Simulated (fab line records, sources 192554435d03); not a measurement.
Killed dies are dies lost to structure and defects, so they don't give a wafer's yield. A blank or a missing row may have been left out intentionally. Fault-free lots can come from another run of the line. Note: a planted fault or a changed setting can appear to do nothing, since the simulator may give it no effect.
A lot that was struck, set against a sound lot | flow n5-finfet | 16 steps out of a route of 1938
Sound: the wafers L408.3, L408.5, L408.6. Wafers struck: L401.1, L401.3, L401.4. At the end, the cause is stated.
Each step with rows lists, per side, the tool, then ch with its chambers, then its first start. Under that, the readings that differ: sound wafers | struck wafers | difference of the means | sigmas: that difference in standard deviations of wafers without a fault.
alike: same words and numbers on both sides, and readings whose means sit less than 2 such deviations apart. not compared: any withheld reading, any reading some wafer has no value for, any bound like >300 that may hide the same value, and any number with overlapping values for which the record gives no deviation.
A row with sigmas, a row that says differs or no value, or rows on one side alone: a step with any of these is where the two part. Non-overlapping numbers with no deviation appear without sigmas and do not part them. Lack of a reading on every wafer of one side parts them only where that side has two or more wafers.

first, 6 steps without rows for these wafers: N5_BEOL_M3_COAT_22 (resist thk 30 nm); N5_BEOL_M3_EBR_24; N5_BEOL_M3_SOFTBAKE_23 (time 60 s); N5_BEOL_M3_EXPOSE_25 (exposes mask V2, defocus 5 nm); N5_BEOL_M3_PEB_26 (peb time 60 s); N5_BEOL_M3_DEVELOP_27 (develop time 30 s).
N5_BEOL_M3_CD_MEAS_28: target cd 25.7 nm, target cd y 23.3 nm.
  sound on cd-sem-02 ch 0, day 11 15:13; struck on cd-sem-02 ch 0, day 9 22:02
  alike: cd-nm
N5_BEOL_M3_OVL_MEAS_29:
  sound on overlay-02 ch 0, day 11 15:15; struck on overlay-01 ch 0, day 9 22:04
  reading     | sound          | struck        | difference | sigmas
  V2_OVL (nm) | -1.6 -2.1 -0.2 | -0.1 -0.3 0.6 | +1.4       | +2
N5_BEOL_M3_INSPECT_30: inspects for defects (brightfield).
  sound: defect-inspect-02 at day 11 15:18; struck: defect-inspect-01 at day 9 22:07
  reading          | sound       | struck      | difference | sigmas
  raw-defect-count | 717 484 670 | 292 413 323 | -281       | -3
N5_BEOL_M3_DESCUM_33: chemistry O2, time 7 s.
  sound on rie-diel-02 ch 0,3, day 11 15:23; struck on rie-diel-04 ch 0,2,3, day 9 22:09
  alike: drypump-motor-current-A, oes-product-au, rf-vpp-V, showerhead-plenum-p-Torr, throttle-valve-pct
  not compared: rf-hours-counter-h
N5_BEOL_M3_ETCH_77: etches underlayer in N2/H2, target depth 6.5 nm, time 5.2 s.
  sound on rie-diel-02 ch 0,3, day 11 15:26; struck on rie-diel-04 ch 0,2,3, day 9 22:11
  alike: drypump-motor-current-A, etch-rf-on-time-s, oes-product-au, rf-vpp-V, showerhead-plenum-p-Torr, throttle-valve-pct
  not compared: rf-hours-counter-h
N5_BEOL_M3_ETCH_69: etches SiARC in CF4, target depth 15.6 nm, time 26 s.
  sound on rie-diel-02 ch 0,3, day 11 15:26; struck on rie-diel-04 ch 0,2,3, day 9 22:12
  alike: drypump-motor-current-A, etch-rf-on-time-s, oes-product-au, rf-vpp-V, showerhead-plenum-p-Torr, throttle-valve-pct
  not compared: rf-hours-counter-h
N5_BEOL_M3_ALD_98: deposits SiO2, target thk 2.5 nm, pulse time 1 s, co reactant pulse time 1 s.
  sound on ald-sin-04 ch 2,3, day 11 15:36; struck on ald-sin-01 ch 0,1,3, day 9 22:19
  no value came back on the struck wafers for ald-cycles, chamber-pressure-Torr (Torr), heater-power-w (W), precursor-pulse-height-rel; on the sound wafers ald-cycles reads 17 17 17
N5_BEOL_M3_ETCHBACK_99: etches SiO2 in CHF3, target depth 5 nm, time 10.4 s.
  sound on rie-diel-04 ch 2,3, day 11 16:43; struck on rie-diel-04 ch 0,2,3, day 10 01:31
  alike: drypump-motor-current-A, oes-product-au, rf-vpp-V, showerhead-plenum-p-Torr, throttle-valve-pct
  not compared: rf-hours-counter-h
N5_BEOL_M4_RC_MEAS_101:
  sound on prober-01 ch 0, day 12 12:43; struck on prober-01 ch 0, day 10 16:04
  alike: DIBL_N, DIBL_P, IOFF_N, IOFF_P, ION_N, ION_P, SS_N, SS_P, VT_N, VT_P
-- record jumps: 5 days separate the struck wafers' starts on either side; left off in module BEOL_M4, taken up again in module PASSIVATION, whose first shown step is the route's number 1936 --
N5_PASSIVATION_PROBE_49:
  only the struck wafers here have rows in the record (prober-02, day 15 05:19); the sound ones have none

WHERE THEY PART
First at N5_BEOL_M3_OVL_MEAS_29; last, within this record, at N5_PASSIVATION_PROBE_49.

WHY: what the simulator had put in
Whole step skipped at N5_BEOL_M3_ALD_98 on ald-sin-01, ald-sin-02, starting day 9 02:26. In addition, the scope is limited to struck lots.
